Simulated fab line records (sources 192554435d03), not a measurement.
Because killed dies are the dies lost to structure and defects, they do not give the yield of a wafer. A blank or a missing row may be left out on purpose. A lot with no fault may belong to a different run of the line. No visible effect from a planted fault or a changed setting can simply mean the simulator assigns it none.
Comparing a struck lot with a sound one -- flow n5_finfet -- 15 steps out of a route of 1938
Sound: the wafers L577.1, L577.4, L577.6. Struck: wafer L592.4. The cause is given at the end.
Order at every step that has rows: each side's tool, ch and its chambers, its first start. Under that, the readings that differ: sound wafers -- struck wafers -- difference of the means -- sigmas: that difference in standard deviations of wafers without a fault.
alike: same words and numbers on both sides, and readings whose means sit less than 2 such deviations apart. not compared: any withheld reading, any reading some wafer has no value for, any bound like >300 that may hide the same value, and any number with overlapping values for which the record gives no deviation.
A row with sigmas, a row that says differs or no value, or rows on one side alone: a step with any of these is where the two part. Numbers that don't overlap but have no deviation are shown without sigmas and don't part them. Lack of a reading on every wafer of one side parts them only where that side has two or more wafers.

N5_BEOL_M10_ETCH_61: etches SiARC in CF4, target depth 39 nm, time 65 s.
  sound on rie_diel-05 ch 1,3, day 10 20:50; struck on rie_diel-03 ch 3, day 16 11:32
  alike: bias_w, drypump_motor_current_A, etch_rf_on_time_s, oes_product_au, rf_vpp_V, showerhead_plenum_p_Torr, throttle_valve_pct
  not compared: rf_hours_counter_h
N5_BEOL_M10_ETCH_62: etches SOC in N2/H2, target depth 110 nm, overetch 22 nm, time 165 s.
  sound on rie_diel-05 ch 1,3, day 10 20:53; struck on rie_diel-03 ch 3, day 16 11:37
  alike: bias_w, drypump_motor_current_A, h2_flow_sccm, oes_product_au, rf_vpp_V, showerhead_plenum_p_Torr, throttle_valve_pct
  not compared: rf_hours_counter_h
then, 1 step without rows for these wafers: N5_BEOL_M10_STRIP_68 (strips in N2/H2).
N5_BEOL_M10_STRIP_67: strips in CF4.
  sound on rie_diel-05 ch 1,3, day 10 21:02; struck on rie_diel-03 ch 3, day 16 11:43
  alike: bias_power_w, drypump_motor_current_A, oes_product_au, rf_vpp_V, showerhead_plenum_p_Torr, throttle_valve_pct
  not compared: rf_hours_counter_h
N5_BEOL_M10_HM_OPEN_17: chemistry Cl2/BCl3, target TiN, target depth 20 nm, overetch 6 nm.
  sound on rie_metal-02 ch 0,1, day 10 21:04; struck on rie_metal-03 ch 0, day 16 11:47
reading,sound,struck,difference,sigmas
oes_product_au (a.u.),0.58 0.67 0.58,0.77,+0.16,+3
  alike: bias_w, drypump_motor_current_A, mfc_cl2_sccm, throttle_valve_pct
  not compared: rf_hours_counter_h
N5_BEOL_M10_STRIP_19: strips in O2.
  sound on rie_diel-05 ch 1,2,3, day 10 21:11; struck on rie_diel-05 ch 2, day 16 11:58
reading,sound,struck,difference,sigmas
showerhead_plenum_p_Torr (Torr),2.14 2.22 1.91,1.89,-0.20,-2
  alike: drypump_motor_current_A, oes_product_au, rf_vpp_V, throttle_valve_pct
  not compared: rf_hours_counter_h
N5_BEOL_M10_CD_MEAS_18: pitch 140 nm, target cd 70 nm.
  sound on cd_sem-02 at day 10 21:15; struck on cd_sem-03 at day 16 12:03
  alike: cd_nm
then, 5 steps without rows for these wafers: N5_BEOL_M10_COAT_63 (time 60 s, resist thk 100 nm); N5_BEOL_M10_COAT_64 (time 60 s, resist thk 30 nm); N5_BEOL_M10_COAT_22 (resist thk 90 nm); N5_BEOL_M10_EBR_24; N5_BEOL_M10_SOFTBAKE_23 (time 60 s).
N5_BEOL_M10_EXPOSE_25: exposes mask V9.
  sound on arfi_scanner-02 ch 0, day 10 23:04; struck on arfi_scanner-02 ch 0, day 16 16:35
reading,sound,struck,difference,sigmas
exposure_dose_mJ_cm2,86.3 86.4 86.4,87.7,+1.3,+3
  alike: mask
then, 1 step without rows for these wafers: N5_BEOL_M10_PEB_26 (peb time 60 s).
-- record jumps: 2 days separate the struck wafers' starts on either side; left off in module BEOL_M10, taken up again in module PASSIVATION, whose first shown step is the route's number 1936 --
N5_PASSIVATION_PROBE_49:
  sound on prober-02 at day 13 08:52; struck on prober-01 at day 19 01:09
reading,sound,struck,difference,sigmas
killed_at_front_end,61 73 66,24,-43,-3
  alike: defect_limited_yield, killed_at_M0_to_M3, killed_at_M4_up, killed_at_contacts, killed_at_other, killed_dies, killed_open, killed_short, sort_bin_5_function, sort_bin_6_memory, sort_n_pass, sort_yield_pct

WHERE THEY PART
At N5_BEOL_M10_HM_OPEN_17 first; at N5_PASSIVATION_PROBE_49 last (within this record only).

WHY: what the simulator had put in
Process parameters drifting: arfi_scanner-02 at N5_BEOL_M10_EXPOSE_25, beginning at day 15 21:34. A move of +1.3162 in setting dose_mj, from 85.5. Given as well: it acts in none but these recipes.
